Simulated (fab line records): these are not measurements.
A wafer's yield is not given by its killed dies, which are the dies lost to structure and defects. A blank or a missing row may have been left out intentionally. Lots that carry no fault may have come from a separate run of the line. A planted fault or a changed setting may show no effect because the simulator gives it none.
Which tool is to blame?    flow n5_finfet    9 lots with 25 wafers sampled at 7 steps, on a route of 1938 steps

## WHAT THE GAUGES READ, wafer by wafer
N5_BEOL_M4_RC_MEAS_101.
lot   measured      on         DIBL_N (mV/V)   DIBL_P (mV/V)   IOFF_N (nA/um)  IOFF_P (nA/um)  ION_N (uA/um)  ION_P (uA/um)  SS_N (mV/dec)   SS_P (mV/dec)   VT_N (mV)    VT_P (mV)
L732  day 9 20:33   prober-02  38.0 39.1 40.2  36.7 37.5 38.5  0.17 0.18 0.21  0.23 0.24 0.26  659 674 673    459 465 461    72.0 72.2 72.8  73.5 73.8 73.4  249 248 245  -247 -248 -247
L734  day 10 02:48  prober-02  34.4 35.4 32.6  35.1 35.9 33.4  0.13 0.15 0.11  0.19 0.21 0.16  663 678 666    456 470 461    70.9 71.0 70.7  72.4 73.1 72.5  252 249 252  -252 -249 -252
L736  day 11 02:38  prober-02  38.5 32.7 37.1  40.2 32.7 37.2  0.19 0.10 0.17  0.22 0.13 0.18  668 649 660    455 448 448    71.9 70.5 72.6  73.7 71.0 72.8  248 256 251  -253 -255 -255
L742  day 12 08:22  prober-02  32.8 33.8       32.3 34.7       0.12 0.15       0.17 0.21       668 684        464 470        70.8 71.4       73.3 73.4       254 248      -250 -248
L743  day 12 11:01  prober-02  34.1 36.6       35.0 37.4       0.13 0.18       0.18 0.21       680 669        464 456        71.4 72.4       72.3 73.0       249 249      -251 -252
L744  day 12 15:39  prober-01  37.1 36.6 35.7  38.6 35.5 35.3  0.14 0.13 0.12  0.21 0.16 0.16  657 653 648    457 443 447    71.7 71.6 71.1  74.2 73.5 72.5  252 254 255  -251 -257 -254
L745  day 12 19:21  prober-02  37.9 35.5 36.4  37.7 35.2 36.9  0.18 0.14 0.16  0.22 0.19 0.22  672 667 682    451 457 462    71.8 71.7 71.6  73.7 72.5 73.5  250 254 249  -253 -254 -251
L746  day 13 02:57  prober-01  37.2 33.6 34.7  35.3 32.8 33.9  0.16 0.12 0.14  0.24 0.21 0.21  658 666 667    456 468 469    72.2 70.6 70.3  73.5 72.2 72.7  251 255 247  -246 -249 -246
L747  day 13 11:47  prober-01  36.2 36.7 34.0  34.9 35.4 31.1  0.14 0.14 0.10  0.17 0.19 0.13  672 673 659    461 463 451    71.9 71.5 70.7  72.5 73.0 71.5  251 250 254  -255 -253 -258

N5_BEOL_M13_CD_MEAS_17: the cd target is 190 nm.
lot   measured      on         cd_nm (nm)
L732  day 12 20:37  cd_sem-02  186.9 189.9 189.1
L734  day 12 16:38  cd_sem-01  185.6 187.0 188.8
L736  day 13 19:44  cd_sem-02  191.4 190.7 190.7
L742  day 15 01:50  cd_sem-03  188.1 188.3
L743  day 15 08:05  cd_sem-01  190.7 192.4
L744  day 15 14:17  cd_sem-02  194.4 191.7 192.2
L745  day 15 19:55  cd_sem-02  189.3 191.8 189.7
L746  day 15 20:35  cd_sem-01  188.8 191.5 190.7
L747  day 16 18:37  cd_sem-01  190.2 190.4 187.8

N5_BEOL_M13_THK_MEAS_50: measures by xrf.
lot   measured      on             M13_THK (nm)
L732  day 12 23:34  film_metro-01  - - -
L734  day 12 20:38  film_metro-02  - - -
L736  day 14 01:49  film_metro-01  408 418 406
L742  day 15 04:43  film_metro-02  419 422
L743  day 15 14:08  film_metro-01  417 408
L744  day 15 17:53  film_metro-01  419 418 416
L745  day 16 00:15  film_metro-02  435 426 425
L746  day 16 01:20  film_metro-01  412 408 430
L747  day 16 21:11  film_metro-01  442 422 427

N5_BEOL_M13_RS_MEAS_54: uses a four-point probe to measure.
lot   measured      on             M13_RS (ohm/sq)
L732  day 12 23:41  film_metro-01  56.928 56.392 56.249
L734  day 12 20:46  film_metro-02  55.297 57.054 56.009
L736  day 14 01:57  film_metro-02  0.0465 0.0454 0.0466
L742  day 15 04:52  film_metro-02  0.0450 0.0447
L743  day 15 14:16  film_metro-01  0.0454 0.0467
L744  day 15 18:03  film_metro-01  0.0450 0.0448 0.0451
L745  day 16 00:23  film_metro-01  0.0442 0.0449 0.0452
L746  day 16 01:28  film_metro-02  0.0462 0.0464 0.0441
L747  day 16 21:19  film_metro-02  0.0433 0.0449 0.0445

## WHICH TOOL RAN EACH LOT (tool, then ch and the chambers of the sampled wafers, then the start)
lot   N5_BEOL_M13_STRIP_63                  N5_BEOL_M13_STRIP_37                  N5_BEOL_M13_SPUTTER_45
L732  plasma_asher-01 ch 0,1, day 12 20:24  plasma_asher-01 ch 0,1, day 12 21:46  pvd_sputter-02, day 12 22:41
L734  plasma_asher-01 ch 0,1, day 12 16:26  plasma_asher-02 ch 0,1, day 12 17:41  pvd_sputter-02, day 12 19:41
L736  plasma_asher-01 ch 0,1, day 13 19:32  plasma_asher-02 ch 0,1, day 13 20:46  pvd_sputter-03, day 14 00:51
L742  plasma_asher-02 ch 0,1, day 15 01:38  plasma_asher-02 ch 0,1, day 15 03:05  pvd_sputter-03, day 15 03:50
L743  plasma_asher-02 ch 0,1, day 15 07:51  plasma_asher-01 ch 0,1, day 15 09:07  pvd_sputter-03, day 15 13:07
L744  plasma_asher-02 ch 0,1, day 15 14:05  plasma_asher-02 ch 0,1, day 15 15:19  pvd_sputter-02, day 15 17:01
L745  plasma_asher-01 ch 0,1, day 15 19:41  plasma_asher-01 ch 0,1, day 15 21:05  pvd_sputter-02, day 15 23:23
L746  plasma_asher-01 ch 0,1, day 15 20:20  plasma_asher-02 ch 1, day 15 21:53    pvd_sputter-02, day 16 00:12
L747  plasma_asher-01 ch 0,1, day 16 18:25  plasma_asher-01 ch 0,1, day 16 19:43  pvd_sputter-01, day 16 20:16
- N5_BEOL_M13_STRIP_63: strips in N2/H2.
- N5_BEOL_M13_STRIP_37: strips in N2/H2.
- N5_BEOL_M13_SPUTTER_45: material Cu, target thk 80 nm, time 13.33 s.

## WHAT THE TOOLS THEMSELVES READ (means of the sampled wafers that have a number; where no wafer has one, the mark that the record gives instead)
N5_BEOL_M13_STRIP_63.
lot   tool             drypump_motor_current_A (A)  heater_power_w (W)  oes_product_au (a.u.)  strip_time_to_endpoint_s (s)
L732  plasma_asher-01  5.45                         321                 0.675                  27.0
L734  plasma_asher-01  5.45                         321                 0.675                  29.0
L736  plasma_asher-01  5.53                         322                 0.674                  27.0
L742  plasma_asher-02  5.41                         382                 0.676                  28.1
L743  plasma_asher-02  5.40                         389                 0.676                  28.0
L744  plasma_asher-02  5.38                         366                 0.673                  28.1
L745  plasma_asher-01  5.45                         329                 0.670                  25.8
L746  plasma_asher-01  5.44                         325                 0.675                  28.1
L747  plasma_asher-01  5.43                         316                 0.674                  28.6

N5_BEOL_M13_STRIP_37.
lot   tool             drypump_motor_current_A (A)  heater_power_w (W)  oes_product_au (a.u.)
L732  plasma_asher-01  5.53                         323                 0.785
L734  plasma_asher-02  5.37                         374                 0.773
L736  plasma_asher-02  5.42                         401                 0.792
L742  plasma_asher-02  5.43                         378                 0.800
L743  plasma_asher-01  5.48                         321                 0.782
L744  plasma_asher-02  5.41                         367                 0.785
L745  plasma_asher-01  5.44                         319                 0.779
L746  plasma_asher-02  5.30                         326                 0.789
L747  plasma_asher-01  5.53                         318                 0.776

N5_BEOL_M13_SPUTTER_45.
lot   tool            bias_v (V)  cathode_dc_power_W (W)  chuck_sensor_temp_C (C)  throttle_valve_pct (%)
L732  pvd_sputter-02  -           -                       -                        -
L734  pvd_sputter-02  -           -                       -                        -
L736  pvd_sputter-03  60.0        26003                   -16.0                    30.0
L742  pvd_sputter-03  60.6        26010                   -15.5                    29.7
L743  pvd_sputter-03  59.2        26000                   -16.1                    30.2
L744  pvd_sputter-02  60.1        25996                   -16.0                    29.8
L745  pvd_sputter-02  59.4        25999                   -16.0                    29.5
L746  pvd_sputter-02  60.0        26003                   -15.9                    30.1
L747  pvd_sputter-01  60.0        25996                   -15.7                    29.8

## THE ANSWER, worked out from the rows above alone
Rule: what is usual is taken from the lots themselves. Put in order of their means at a reading, lots are off if they are a third of the lots or fewer, leave a main group of 4 or more, and stand apart from it by a gap of 3 or more times the standard deviation of the main group's means; of several such gaps the widest counts. A main group is skipped when, at the precision printed for the reading in the tables above, its means are all equal. A lot without any number at a reading at which 4 lots or more have one is off too. Where the step has rows for the other lots, those lots are counted as sound. After the gauges, taken in route order, come the tools' own readings; for these a lot's mean is taken, as printed above. At the first step where some lot is off, the reading lying furthest off is the one used; lots without a number count as furthest.
Off: L732, L734, seen at N5_BEOL_M13_THK_MEAS_50 (M13_THK). Without a number there: L732, L734. The main group: mean 420 nm, standard deviation 7.
If a tool, at a process step before that reading, ran all the lots that are off and no sound lot after the first of them, it fits. The gauges at N5_BEOL_M13_THK_MEAS_50 aren't tried: what is off there is off at N5_BEOL_M13_SPUTTER_45 too, on other tools, and a gauge's error can't cause that. Not one of the candidates tried fits.

## WHAT HAD BEEN PUT IN BY THE SIMULATOR
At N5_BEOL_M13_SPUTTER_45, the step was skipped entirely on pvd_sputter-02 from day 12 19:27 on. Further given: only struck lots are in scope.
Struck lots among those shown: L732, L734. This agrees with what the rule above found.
